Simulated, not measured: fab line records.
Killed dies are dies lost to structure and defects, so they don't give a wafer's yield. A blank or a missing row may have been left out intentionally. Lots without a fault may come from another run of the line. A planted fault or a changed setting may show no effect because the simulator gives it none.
fab line records | flow n5Finfet
record: lots: 6 wafers: 18 lastDay: 17
route steps=1938 shown BEOL_M4@1062 PASSIVATION@1936
lots with no fault: from the same line, run without faults
startH: start of the lot's first displayed wafer, in hours after the record's first day | waitH: how many hours have passed since the lot's step before this one | " same as the row above | L1.1+2: a row that stands for several wafers | - either no value or no given start | * or withheld: withheld | < > ~ a bound
route shown NAME@n: a module of which the file shows steps, and the number in the route of the first | usual: mean and standard deviation over wafers with no fault | same: alike in all rows | chamber/n: place in a boat | sites: readings site by site | _std_site: the standard deviation of these | _edge_site: inner sites' mean taken away from outer sites' mean | radiusMm: for every site, how far away it sits from the centre of the wafer | mask NAME#n: copy n | behind: the tool/chamber that last shaped the wafer | hold: reason for holding the lot/hours on hold/outcome of the hold | device: names the non-switching transistor (n, p or np) | end of line: at the end of the route, the tests of the same wafers | step lacking rows: just its recipe | killed: dies that structure and defects cost at the first sort, which is not the same as the wafer's yield | map: shows each die of a wafer: x if killed, . if not, _ if none is there
set.NAME: the run value of the setting; set.NAME@STEP: its run value at that earlier step | model.NAME: the simulator's own value behind a step, which no gauge read
lots at selected steps of the route; one table per step, one row per wafer
services: the hour from which a tool's chamber was out of use, counted from the record's first day as startH (under 0 if before that day), plus the number of hours and why
== steps ==
step: N5_BEOL_M4_ALD_98
recipe: material: SiO2 targetThkA: 25 tempC: 100 aldPrecursorFamily: BDEAS aldCoReactant: O2-plasma pulseTimeS: 1 coReactantPulseTimeS: 1 purgeTimeS: 2 coReactantPurgeTimeS: 2 aldCycles: 17 pressureTorr: 2
usual: chamberPressureTorr: 2.000/0.004 heaterPowerW: 78/7.9 precursorPulseHeightRel: 0.999/0.018 susceptorTempC: 100.01/0.13
columns lot.wafer tool chamber startH waitH chamberPressureTorr heaterPowerW precursorPulseHeightRel susceptorTempC
L450.1 aldSin-02 2 149.42 0.1 1.997 76 1.009 100.08
L450.2 " 1 " " 1.995 75 0.994 100.12
L450.3 " 0 " " 1.997 85 0.984 99.86
L459.1 aldSin-03 3 221.27 0.4 1.998 86 1.011 100.01
L459.2 " 0 " " 1.995 75 1.001 100.26
L459.6 " 3 " " 1.997 88 1.010 99.78
L463.4 aldSin-02 2 229.57 0.1 1.999 78 1.010 100.27
L463.5 " 1 " " 2.001 78 1.021 99.94
L463.6 " 0 " " 1.998 89 0.965 99.98
L471.2 aldSin-01 0 284.06 0.1 2.001 67 0.982 100.09
L471.3 " 2 " " 1.996 78 1.017 100.21
L471.6 " 1 " " 2.003 91 0.993 100.14
L473.1 aldSin-01 1 292.26 0.1 1.993 91 0.996 100.20
L473.4 " 0 " " 2.006 68 0.971 100.24
L473.5 " 1 " " 1.999 92 1.018 99.99
L472.1 aldSin-02 3 301.09 0.3 1.999 82 1.016 99.89
L472.2 " 1 " " 2.002 77 1.000 100.07
L472.5 " 2 " " 2.001 78 1.013 100.03
step: N5_BEOL_M4_ETCHBACK_99
recipe: chemistry: CHF3 target: SiO2 targetDepthA: 50 timeS: 10.4 sourceW: 215 biasW: 47 Ar_flow_sccm: 200 CHF3_flow_sccm: 12 ionEnergyEv: 100 pressureMtorr: 30
step: N5_BEOL_M4_ETCH_70
recipe: chemistry: N2/H2 target: SOC targetDepthA: 800 overetchA: 240 maskMaterial: SiARC tempC: 40 timeS: 130 ionEnergyEv: 200 pressureMtorr: 30 sourceW: 840 biasW: 150 n2FlowSccm: 200 h2FlowSccm: 200
usual: chamberPressureMTorr: 29.998/0.028 drypumpMotorCurrentA: 5.9/0.36 h2FlowSccm: 199.9/0.67 oesProductAu: 0.57/0.06 rfVppV: 524.6/2.1 showerheadPlenumPTorr: 2.57/0.073 throttleValvePct: 17.9/0.31
columns lot.wafer tool chamber startH waitH chamberPressureMTorr drypumpMotorCurrentA h2FlowSccm oesProductAu rfHoursCounterH rfVppV showerheadPlenumPTorr throttleValvePct
L450.1 rieDiel-04 0 150.16 0.0 29.968 6.3 199.8 0.53 218 526.4 2.63 17.9
L450.2 " 3 " " 29.999 6.3 199.7 0.56 167 524.3 2.54 18.1
L450.3 " 2 " " 29.999 6.1 199.4 0.56 153 523.4 2.55 18.3
L459.1 rieDiel-04 1 221.43 0.0 30.011 6.5 200.5 0.72 3 525.5 2.61 17.7
L459.2 " 3 " " 30.000 6.3 199.3 0.54 194 524.1 2.53 18.1
L459.6 " 3 " " 30.015 6.3 200.3 0.54 - 523.9 2.53 18.1
L463.4 rieDiel-03 2 231.54 0.0 30.002 5.8 200.9 0.63 - 527.9 2.68 17.4
L463.5 " 3 " " 30.011 5.6 200.5 0.52 - 524.0 2.52 18.1
L463.6 " 1 " " 29.948 5.4 200.8 0.54 - 520.3 2.42 17.5
L471.2 rieDiel-05 1 289.13 0.0 29.940 5.5 201.0 0.49 226 525.2 2.63 18.0
L471.3 " 3 " " 30.002 5.8 199.4 0.58 95 521.0 2.45 17.7
L471.6 " 3 " " 29.939 5.8 199.9 0.58 - 521.8 2.45 17.7
L473.1 rieDiel-04 3 294.06 0.0 29.946 6.2 200.1 0.53 219 522.2 2.52 18.2
L473.4 " 1 " " 29.980 6.5 200.3 0.66 30 524.2 2.60 17.7
L473.5 " 2 " " 30.008 6.1 199.7 0.53 - 522.9 2.53 18.4
L472.1 rieDiel-04 1 308.11 0.0 30.038 6.4 199.7 0.66 35 525.3 2.59 17.7
L472.2 " 0 " " 30.009 6.3 199.4 0.70 15 525.6 2.61 17.6
L472.5 " 3 " " 30.047 6.3 200.6 0.53 - 523.0 2.51 18.2
step: N5_BEOL_M4_STRIP_71
recipe: chemistry: N2/H2 tempC: 40 n2FlowSccm: 200 h2FlowSccm: 200 rfFrequencyHz: 6e+07
step: N5_BEOL_M4_STRIP_78
recipe: chemistry: N2/H2 tempC: 40 n2FlowSccm: 200 h2FlowSccm: 200 rfFrequencyHz: 6e+07
step: N5_BEOL_M4_VIA_ETCH_34
recipe: chemistry: C4F6/O2 targetDepthA: 694 maskMaterial: SOC pressureMtorr: 15 ionEnergyEv: 250 taperDeg: 4 timeS: 65.9 sourceW: 350 biasW: 170 Ar_flow_sccm: 300 C4F6_flow_sccm: 10 O2_flow_sccm: 10
usual: chamberPressureMTorr: 15.000/0.019 drypumpMotorCurrentA: 5.9/0.36 oesProductAu: 0.78/0.086 rfVppV: 666/7.7 showerheadPlenumPTorr: 2.86/0.08 throttleValvePct: 30.77/0.25
columns lot.wafer tool chamber startH waitH chamberPressureMTorr drypumpMotorCurrentA oesProductAu rfHoursCounterH rfVppV showerheadPlenumPTorr throttleValvePct
L450.1 rieDiel-04 0 150.26 0.0 14.984 6.3 0.71 218 675 2.92 30.71
L450.2 " 3 " " 14.994 6.2 0.76 167 664 2.83 30.97
L450.3 " 2 " " 14.990 6.1 0.77 153 667 2.83 31.05
L459.1 rieDiel-04 1 221.54 0.0 14.995 6.4 0.99 3 662 2.91 30.76
L459.2 " 3 " " 15.005 6.3 0.74 194 664 2.82 31.01
L459.6 " 3 " " 15.009 6.2 0.74 - 663 2.82 31.01
L463.4 rieDiel-03 2 231.63 0.0 15.001 5.8 0.85 - 670 2.99 30.41
L463.5 " 3 " " 15.037 5.5 0.71 - 663 2.82 31.00
L463.6 " 1 " " 14.993 5.4 0.73 - 655 2.71 30.26
L471.2 rieDiel-05 1 289.24 0.0 14.988 5.5 0.67 226 677 2.91 30.77
L471.3 " 3 " " 14.981 5.8 0.79 95 654 2.76 30.78
L471.6 " 3 " " 15.006 5.8 0.79 - 653 2.76 30.75
L473.1 rieDiel-04 3 294.16 0.0 15.004 6.2 0.72 219 663 2.81 31.04
L473.4 " 1 " " 15.000 6.4 0.91 30 662 2.90 30.79
L473.5 " 2 " " 14.979 6.1 0.72 - 667 2.80 31.08
L472.1 rieDiel-04 1 308.22 0.0 15.001 6.4 0.90 35 662 2.90 30.78
L472.2 " 0 " " 15.012 6.3 0.96 15 674 2.90 30.50
L472.5 " 3 " " 15.000 6.2 0.71 - 663 2.81 31.04
step: N5_BEOL_M4_STRIP_83
recipe: chemistry: C4F6/O2 resist: SiARC rfFrequencyHz: 6e+07
step: N5_BEOL_M4_STRIP_36
recipe: chemistry: N2/H2 powerW: 450 tempC: 40 pressureMtorr: 20 rfFrequencyHz: 6e+07 overashFraction: 0.3 biasPowerW: 7 h2Frac: 0.5 n2FlowSccm: 200 h2FlowSccm: 200
usual: chamberPressureMTorr: 20.00/0.033 drypumpMotorCurrentA: 5.9/0.35 h2FlowSccm: 200.0/0.58 oesProductAu: 0.78/0.086 rfVppV: 59.2/1.3 showerheadPlenumPTorr: 2.56/0.073 throttleValvePct: 23.7/0.35
columns lot.wafer tool chamber startH waitH chamberPressureMTorr drypumpMotorCurrentA h2FlowSccm oesProductAu rfHoursCounterH rfVppV showerheadPlenumPTorr throttleValvePct
L450.1 rieDiel-04 0 150.32 0.0 20.02 6.3 199.8 0.72 218 58.8 2.62 23.7
L450.2 " 3 " " 19.94 6.2 199.4 0.77 167 59.4 2.53 23.9
L450.3 " 2 " " 19.96 6.0 200.2 0.77 153 58.5 2.55 24.3
L459.1 rieDiel-04 1 221.60 0.0 19.98 6.4 199.5 0.99 3 60.3 2.60 23.5
L459.2 " 3 " " 20.01 6.3 199.8 0.73 194 60.2 2.52 23.9
L459.6 " 3 " " 20.01 6.3 200.1 0.74 - 57.7 2.52 23.9
L463.4 rieDiel-03 2 231.68 0.0 20.05 5.8 199.8 0.86 - 60.1 2.68 23.2
L463.5 " 3 " " 20.01 5.5 200.3 0.73 - 57.7 2.52 23.9
L463.6 " 1 " " 19.99 5.4 200.3 0.71 - 59.4 2.42 23.3
L471.2 rieDiel-05 1 289.30 0.0 20.06 5.5 198.7 0.67 226 59.7 2.62 23.8
L471.3 " 3 " " 19.99 5.8 199.3 0.80 95 59.5 2.44 23.5
L471.6 " 3 " " 19.97 5.9 199.4 0.80 - 59.7 2.44 23.5
L473.1 rieDiel-04 3 294.22 0.0 19.99 6.2 200.1 0.72 220 59.7 2.51 23.9
L473.4 " 1 " " 19.94 6.5 199.0 0.90 30 57.5 2.59 23.5
L473.5 " 2 " " 19.98 6.1 199.6 0.72 - 61.9 2.53 24.4
L472.1 rieDiel-04 1 308.28 0.0 20.07 6.4 199.5 0.91 35 59.6 2.59 23.5
L472.2 " 0 " " 20.01 6.3 199.7 0.95 15 58.0 2.60 23.5
L472.5 " 3 " " 19.98 6.3 199.7 0.72 - 61.1 2.51 23.9
step: N5_BEOL_M4_TRENCH_ETCH_37
recipe: chemistry: C4F6/O2 targetDepthA: 555.55 target: SiOC timeS: 29.2 ionEnergyEv: 250 pressureMtorr: 30 sourceW: 355 biasW: 185 Ar_flow_sccm: 300 C4F6_flow_sccm: 10 O2_flow_sccm: 10
step: N5_BEOL_M4_ETCH_41
recipe: chemistry: CH3F/O2 target: SiCN targetDepthA: 299 taperDeg: 2 timeS: 52.5 ionEnergyEv: 120 maskMaterial: TiN pressureMtorr: 30 sourceW: 395 biasW: 75 Ar_flow_sccm: 150 CH3F_flow_sccm: 30 O2_flow_sccm: 20
usual: chamberPressureMTorr: 29.998/0.03 drypumpMotorCurrentA: 5.9/0.36 oesProductAu: 0.78/0.087 rfVppV: 297.7/1.3 showerheadPlenumPTorr: 2.02/0.058 throttleValvePct: 16.38/0.27
columns lot.wafer tool chamber startH waitH chamberPressureMTorr drypumpMotorCurrentA oesProductAu rfHoursCounterH rfVppV showerheadPlenumPTorr throttleValvePct
L450.1 rieDiel-04 0 - - 29.966 6.3 0.72 218 299.8 2.06 16.40
L450.2 " 3 " " 29.944 6.2 0.77 167 296.7 1.99 16.59
L450.3 " 2 " " 29.974 6.1 0.76 153 297.8 1.99 16.63
L459.1 rieDiel-04 1 - - 29.970 6.4 0.99 3 297.5 2.05 16.23
L459.2 " 3 " " 29.999 6.2 0.74 194 296.8 1.98 16.64
L459.6 " 3 " " 29.993 6.2 0.74 - 295.9 1.98 16.64
L463.4 rieDiel-03 2 - - 30.046 5.8 0.86 - 300.0 2.11 16.02
L463.5 " 3 " " 29.977 5.5 0.72 - 298.3 1.98 16.66
L463.6 " 1 " " 30.022 5.5 0.74 - 296.2 1.91 15.98
L471.2 rieDiel-05 1 - - 30.026 5.5 0.67 226 297.5 2.05 16.48
L471.3 " 3 " " 30.010 5.8 0.79 95 295.9 1.94 16.27
L471.6 " 3 " " 29.989 5.8 0.79 - 295.6 1.94 16.26
L473.1 rieDiel-04 3 - - 30.038 6.3 0.72 220 297.8 1.98 16.67
L473.4 " 1 " " 30.002 6.4 0.91 30 297.5 2.04 16.26
L473.5 " 2 " " 30.003 6.1 0.72 - 298.0 1.97 16.74
L472.1 rieDiel-04 1 - - 30.006 6.4 0.90 35 298.5 2.04 16.27
L472.2 " 0 " " 30.003 6.3 0.96 15 298.1 2.04 15.98
L472.5 " 3 " " 30.009 6.2 0.71 - 297.1 1.97 16.70
step: N5_BEOL_M4_STRIP_97
recipe: chemistry: N2/H2 timeS: 10 powerW: 450 tempC: 40 pressureMtorr: 20 rfFrequencyHz: 6e+07 biasPowerW: 7 n2FlowSccm: 200 h2FlowSccm: 200
step: N5_BEOL_M4_OCD_MEAS_38
usual: trenchDepthNm: 55.6/0.82
columns lot.wafer tool chamber startH waitH trenchDepthNm
L450.1 ocd-01 - 150.52 - 56.1
L450.2 " - " " 55.9
L450.3 " - " " 56.0
L459.1 ocd-02 - 221.79 - 56.5
L459.2 " - " " 56.0
L459.6 " - " " 55.6
L463.4 ocd-02 - 231.87 - 55.3
L463.5 " - " " 54.1
L463.6 " - " " 55.4
L471.2 ocd-02 - 289.49 - 53.9
L471.3 " - " " 56.2
L471.6 " - " " 56.0
L473.1 ocd-02 - 294.42 - 55.8
L473.4 " - " " 56.4
L473.5 " - " " 54.9
L472.1 ocd-01 - 308.47 - 56.2
L472.2 " - " " 56.5
L472.5 " - " " 56.0
step: N5_BEOL_M4_HM_STRIP_39
recipe: chemistry: peroxideTinStrip material: TiN targetDepthA: 250 tempC: 50 timeS: 158
usual: runLengthS: 164.8/2.7
columns lot.wafer tool chamber startH waitH runLengthS
L450.1 wetBench-05 6 150.55 0.0 162.3
L450.2 " 3 " " 164.0
L450.3 " 2 " " 164.8
L459.1 wetBench-05 0 221.82 0.0 99.2
L459.2 " 2 " " 100.0
L459.6 " 6 " " 95.9
L463.4 wetBench-05 0 231.89 0.0 98.2
L463.5 " 2 " " 99.9
L463.6 " 4 " " 97.6
L471.2 wetBench-02 1 289.52 0.0 161.4
L471.3 " 7 " " 161.7
L471.6 " 5 " " 164.5
L473.1 wetBench-02 2 294.46 0.0 163.1
L473.4 " 4 " " 163.6
L473.5 " 1 " " 161.8
L472.1 wetBench-05 1 308.50 0.0 165.1
L472.2 " 6 " " 162.3
L472.5 " 4 " " 163.0
step: N5_BEOL_M4_SRD_40
recipe: timeS: 30 tempC: 23 rinseLiquid: diw dry: ipaMarangoni
step: N5_BEOL_M4_RC_MEAS_101
usual: DIBL_N: 35.9/1.3 DIBL_P: 35.9/1.6 IOFF_N: 0.156/0.022 IOFF_P: 0.205/0.023 ION_N: 675/9 ION_P: 463/5.6 SS_N: 71.4/0.57 SS_P: 73.1/0.52 VT_N: 249.7/2.8 VT_P: -250.2/2.5
columns lot.wafer tool chamber startH waitH DIBL_N[mV/V] DIBL_P[mV/V] IOFF_N[nA/um] IOFF_P[nA/um] ION_N[uA/um] ION_P[uA/um] SS_N[mV/dec] SS_P[mV/dec] VT_N[mV] VT_P[mV]
L450.1 prober-01 0 155.47 0.0 35.2 35.2 0.136 0.199 662 454 70.0 73.1 253.7 -250.7
L450.2 " 0 " " 35.2 35.6 0.135 0.198 666 463 70.7 72.9 254.0 -249.3
L450.3 " 0 " " 37.0 37.2 0.164 0.230 678 466 71.2 73.0 249.3 -246.5
L459.1 prober-01 0 225.57 0.0 37.9 37.4 0.188 0.236 692 469 71.6 73.8 248.8 -246.2
L459.2 " 0 " " 35.0 34.0 0.141 0.190 678 467 70.9 72.8 251.5 -251.7
L459.6 " 0 " " 35.1 34.1 0.135 0.189 668 458 70.7 73.1 251.8 -250.8
L463.4 prober-02 0 236.36 0.5 35.5 35.0 0.156 0.224 672 477 71.5 73.0 248.9 -246.1
L463.5 " 0 " " 35.9 35.3 0.160 0.226 675 469 72.8 72.4 250.4 -247.3
L463.6 " 0 " " 36.7 35.7 0.162 0.224 676 466 71.8 72.9 248.6 -246.2
L471.2 prober-02 0 293.60 0.2 37.3 37.5 0.163 0.212 674 463 71.9 74.0 247.9 -250.3
L471.3 " 0 " " 35.7 34.9 0.136 0.186 664 460 71.4 72.8 254.4 -251.4
L471.6 " 0 " " 37.6 37.6 0.170 0.212 677 460 72.2 74.1 249.2 -249.7
L473.1 prober-02 0 298.27 0.0 37.7 36.7 0.173 0.202 683 462 71.7 73.5 249.6 -254.5
L473.4 " 0 " " 37.9 36.8 0.175 0.203 681 460 72.3 73.8 248.5 -252.4
L473.5 " 0 " " 39.2 38.4 0.201 0.235 679 462 72.1 73.6 249.6 -252.1
L472.1 prober-01 0 314.14 0.0 35.4 34.5 0.134 0.196 669 466 71.3 72.6 251.3 -248.1
L472.2 " 0 " " 37.2 36.4 0.151 0.222 664 460 71.8 72.9 250.6 -248.3
L472.5 " 0 " " 35.4 34.5 0.128 0.197 669 471 71.4 72.8 253.1 -250.1
step: N5_PASSIVATION_PROBE_49
usual: defectLimitedYield: 91.3/1.4 killed_at_M0_to_M3: 35/11 killed_at_M4_up: 14/5.4 killedAtContacts: 12/6.2 killedAtFrontEnd: 38/11 killedAtOther: 4.1/2.8 killedDies: 103/17 killedOpen: 66/13 killedShort: 34/8.2 sort_bin_5_function: 5.1/0.89 sort_bin_6_memory: 3.3/0.72 sortNPass: 1077/17 sortYieldPct: 91.3/1.4
same: grossDies: 1180 killedAtBackSide: 0 sort_bin_4_leakage[%]: 0 sort_bin_8_speed[%]: 0
columns lot.wafer tool chamber startH waitH defectLimitedYield[%] killed_at_M0_to_M3 killed_at_M4_up killedAtContacts killedAtFrontEnd killedAtOther killedDies killedOpen killedShort sort_bin_5_function[%] sort_bin_6_memory[%] sortNPass sortYieldPct[%]
L450.1 prober-02 - 252.12 0.0 94.8 30 8 2 19 2 61 37 23 3.1 1.9 1119 94.8
L450.2 prober-02 - 252.17 0.1 94.5 18 9 2 32 4 65 42 21 3.6 1.8 1115 94.5
L450.3 prober-02 - 252.22 0.1 93.9 20 19 2 30 1 72 46 26 3.5 2.5 1108 93.9
L459.1 prober-01 - 334.77 0.0 93.1 23 9 16 28 5 81 47 32 3.7 3.1 1099 93.1
L459.2 prober-01 - 334.82 0.1 90.7 37 7 13 49 4 110 71 38 5.7 3.3 1070 90.7
L459.6 prober-01 - 335.02 0.3 92.6 28 10 12 34 3 87 54 31 4.5 2.7 1093 92.6
L463.4 prober-02 - 346.12 0.2 91.2 34 8 13 44 5 104 66 36 5.3 3.2 1076 91.2
L463.5 prober-02 - 346.17 0.2 90.3 17 22 5 69 2 115 71 40 6.4 2.8 1065 90.3
L463.6 prober-02 - 346.22 0.3 92.7 20 17 9 36 4 86 53 29 4.2 2.8 1094 92.7
L471.2 prober-02 - 395.98 0.1 90.5 52 14 12 28 6 112 78 31 4.9 4.2 1068 90.5
L471.3 prober-02 - 396.03 0.1 88.3 68 12 20 27 11 138 91 46 6.9 4.1 1042 88.3
L471.6 prober-02 - 396.18 0.3 90.8 41 27 14 21 6 109 76 32 5.8 2.9 1071 90.8
L473.1 prober-02 - 408.96 0.0 91.1 42 17 8 38 0 105 66 38 5.3 3.3 1075 91.1
L473.4 prober-02 - 409.11 0.2 92.1 32 15 8 29 9 93 59 34 4.4 2.9 1087 92.1
L473.5 prober-02 - 409.16 0.2 91.4 33 18 20 28 2 101 69 31 4.7 3.5 1079 91.4
L472.1 prober-01 - 414.12 0.0 91.6 39 12 5 37 6 99 65 32 5.0 3.1 1081 91.6
L472.2 prober-01 - 414.17 0.1 92.1 28 25 13 25 2 93 66 27 4.7 2.7 1087 92.1
L472.5 prober-01 - 414.32 0.2 90.4 34 16 7 52 4 113 72 39 5.6 3.1 1067 90.4
killed by level:class
L450.1 BEOL_M2:geometricParticle:open=9 BEOL_M0_SAQP:geometricParticle:short=7 BEOL_M0_SAQP:geometricParticle:open=6 FIN_SAQP:geometricParticle:open=5 BEOL_M0:geometricParticle:open=5 ILD0:geometricParticle:short=3 GATE_CUT:geometricParticle:open=3 BEOL_M7:geometricParticle:short=3
L450.2 FIN_SAQP:geometricParticle:open=8 FIN_SAQP:geometricParticle:short=6 DUMMY_GATE:geometricParticle:open=5 STI_FIN_REVEAL:geometricParticle:open=4 GATE_CUT:geometricParticle:short=4 BEOL_M0_SAQP:geometricParticle:open=4 BEOL_M0_SAQP:geometricParticle:short=3 BEOL_M1:geometricParticle:short=3
L450.3 STI_FIN_REVEAL:geometricParticle:open=14 BEOL_M0_SAQP:geometricParticle:short=7 BEOL_M4:geometricParticle:open=4 STARTING-WAFER:geometricParticle:open=4 BEOL_M0_SAQP:geometricParticle:open=3 BEOL_M2:geometricParticle:open=3 BEOL_M5:geometricParticle:open=3 FIN_SAQP:geometricParticle:short=2
L459.1 MOL_CONTACT_COAG:geometricParticle:open=11 FIN_SAQP:geometricParticle:open=9 BEOL_M0_SAQP:geometricParticle:short=6 MOL_CONTACT_COAG:geometricParticle:short=5 BEOL_M3:geometricParticle:open=5 BEOL_M3:geometricParticle:short=4 BEOL_M4:geometricParticle:open=4 FIN_SAQP:geometricParticle:short=3
L459.2 STI_FIN_REVEAL:geometricParticle:open=15 MOL_CONTACT_COAG:geometricParticle:open=11 BEOL_M0_SAQP:geometricParticle:open=10 FIN_SAQP:geometricParticle:open=9 GATE_CUT:geometricParticle:short=6 BEOL_M0_SAQP:geometricParticle:short=6 BEOL_M3:geometricParticle:short=6 BEOL_M1:geometricParticle:open=5
L459.6 FIN_SAQP:geometricParticle:short=12 MOL_CONTACT_COAG:geometricParticle:open=8 BEOL_M0_SAQP:geometricParticle:open=7 BEOL_M3:geometricParticle:open=6 BEOL_M4:geometricParticle:open=6 BEOL_M1:geometricParticle:open=5 MOL_CONTACT_COAG:geometricParticle:short=4 FIN_SAQP:geometricParticle:open=3
L463.4 BEOL_M0_SAQP:geometricParticle:open=14 STI_FIN_REVEAL:geometricParticle:open=12 MOL_CONTACT_COAG:geometricParticle:open=10 BEOL_M0_SAQP:geometricParticle:short=8 FIN_SAQP:geometricParticle:open=6 ILD0:geometricParticle:short=5 FIN_SAQP:geometricParticle:short=4 DUMMY_GATE:geometricParticle:open=4
L463.5 FIN_SAQP:geometricParticle:open=19 STI_FIN_REVEAL:geometricParticle:open=12 FIN_SAQP:geometricParticle:short=10 GATE_CUT:geometricParticle:short=5 BEOL_M3:geometricParticle:open=5 BEOL_M4:geometricParticle:open=5 ILD0:geometricParticle:open=4 STI_FIN_REVEAL:geometricParticle:short=4
L463.6 BEOL_M0_SAQP:geometricParticle:open=8 FIN_SAQP:geometricParticle:short=7 STI_FIN_REVEAL:geometricParticle:open=6 MOL_CONTACT_COAG:geometricParticle:open=6 BEOL_M0_SAQP:geometricParticle:short=5 STARTING-WAFER:geometricParticle:open=5 FIN_SAQP:geometricParticle:open=4 ILD0:geometricParticle:open=4
L471.2 BEOL_M0_SAQP:geometricParticle:open=14 BEOL_M0_SAQP:geometricParticle:short=11 MOL_CONTACT_COAG:geometricParticle:open=11 FIN_SAQP:geometricParticle:open=9 BEOL_M4:geometricParticle:open=9 BEOL_M1:geometricParticle:open=8 BEOL_M1:geometricParticle:short=5 FIN_SAQP:geometricParticle:short=4
L471.3 MOL_CONTACT_COAG:geometricParticle:open=18 BEOL_M0_SAQP:geometricParticle:open=17 BEOL_M0_SAQP:geometricParticle:short=13 BEOL_M1:geometricParticle:open=12 FIN_SAQP:geometricParticle:short=10 BEOL_M2:geometricParticle:open=10 BEOL_M3:geometricParticle:open=8 FIN_SAQP:geometricParticle:open=5
L471.6 BEOL_M4:geometricParticle:open=14 MOL_CONTACT_COAG:geometricParticle:open=12 BEOL_M1:geometricParticle:open=9 BEOL_M0_SAQP:geometricParticle:open=8 BEOL_M0_SAQP:geometricParticle:short=6 BEOL_M4:geometricParticle:short=6 BEOL_M3:geometricParticle:open=5 FIN_SAQP:geometricParticle:open=4
L473.1 STI_FIN_REVEAL:geometricParticle:open=16 BEOL_M0_SAQP:geometricParticle:short=14 BEOL_M0_SAQP:geometricParticle:open=9 BEOL_M4:geometricParticle:open=8 MOL_CONTACT_COAG:geometricParticle:open=7 BEOL_M3:geometricParticle:open=6 BEOL_M4:geometricParticle:short=5 FIN_SAQP:geometricParticle:open=4
L473.4 BEOL_M4:geometricParticle:open=11 BEOL_M0_SAQP:geometricParticle:short=9 BEOL_M0_SAQP:geometricParticle:open=8 GATE_CUT:geometricParticle:short=7 MOL_CONTACT_COAG:geometricParticle:open=7 BEOL_M1:geometricParticle:short=6 PASS1_DEP:geometricParticle:short=5 FIN_SAQP:geometricParticle:open=4
L473.5 MOL_CONTACT_COAG:geometricParticle:open=15 BEOL_M4:geometricParticle:open=10 BEOL_M0_SAQP:geometricParticle:short=7 BEOL_M2:geometricParticle:open=7 BEOL_M3:geometricParticle:open=6 STARTING-WAFER:geometricParticle:open=6 MOL_CONTACT_COAG:geometricParticle:short=5 BEOL_M0_SAQP:geometricParticle:open=5
L472.1 BEOL_M0_SAQP:geometricParticle:short=14 FIN_SAQP:geometricParticle:open=12 BEOL_M0_SAQP:geometricParticle:open=12 BEOL_M3:geometricParticle:open=7 BEOL_M5:geometricParticle:open=5 BEOL_M4:geometricParticle:open=5 FIN_SAQP:geometricParticle:short=4 MOL_CONTACT_COAG:geometricParticle:open=4
L472.2 BEOL_M4:geometricParticle:open=15 MOL_CONTACT_COAG:geometricParticle:open=12 BEOL_M0_SAQP:geometricParticle:short=11 FIN_SAQP:geometricParticle:open=7 BEOL_M3:geometricParticle:open=7 BEOL_M0_SAQP:geometricParticle:open=6 ILD0:geometricParticle:short=4 BEOL_M5:geometricParticle:open=4
L472.5 FIN_SAQP:geometricParticle:open=16 BEOL_M0_SAQP:geometricParticle:open=10 BEOL_M0_SAQP:geometricParticle:short=9 ILD0:geometricParticle:open=7 STARTING-WAFER:geometricParticle:short=7 BEOL_M2:geometricParticle:open=6 FIN_SAQP:geometricParticle:short=5 STI_FIN_REVEAL:geometricParticle:open=5
== services ==
columns tool chamber startH hours kind
aldSin-01 - 136.65 28.1 pm
aldSin-01 - 164.75 6.0 pm
aldSin-01 - 179.13 14.0 pm
rieDiel-04 1 198.07 - clean
rieDiel-04 1 198.07 - consumableReplace:focusRing
rieDiel-04 1 198.07 16.8 scheduledDown
rieDiel-04 1 198.07 16.8 ventCycle
aldSin-01 0 213.63 5.6 repair
aldSin-03 2 215.76 1.7 repair
aldSin-02 3 215.92 20.9 repair
rieDiel-05 0 219.57 8.4 repair
rieDiel-03 0 230.47 - clean
rieDiel-03 0 230.47 - consumableReplace:focusRing
rieDiel-05 2 241.26 2.6 repair
rieDiel-04 0 242.74 - clean
rieDiel-04 0 242.74 - consumableReplace:focusRing
rieDiel-04 0 242.74 14.2 scheduledDown
rieDiel-04 0 242.74 14.2 ventCycle
aldSin-03 - 254.22 11.0 repair
rieDiel-05 0 255.58 11.1 repair
aldSin-02 0 262.21 6.2 repair
rieDiel-04 0 266.18 6.3 repair
aldSin-03 2 292.16 12.3 repair
rieDiel-05 - 299.94 2.8 pm
== key ==
firstSign: step: N5_BEOL_M4_HM_STRIP_39 reading: runLengthS direction: down sigmas: 25 usual: * struck: *
effect none on later readings
metAt N5_BEOL_M4_HM_STRIP_39
struckWafers L459.1,L459.2,L459.6,L463.4,L463.5,L463.6
onsetBetween 150.55 221.82
fault: kind: processParameterDrift tool: wetBench-05 chamber: - onsetH: 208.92 steps: N5_BEOL_M4_HM_STRIP_39 channel: timeS offset: * shape: step endH: 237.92 actsIn: * stated: *
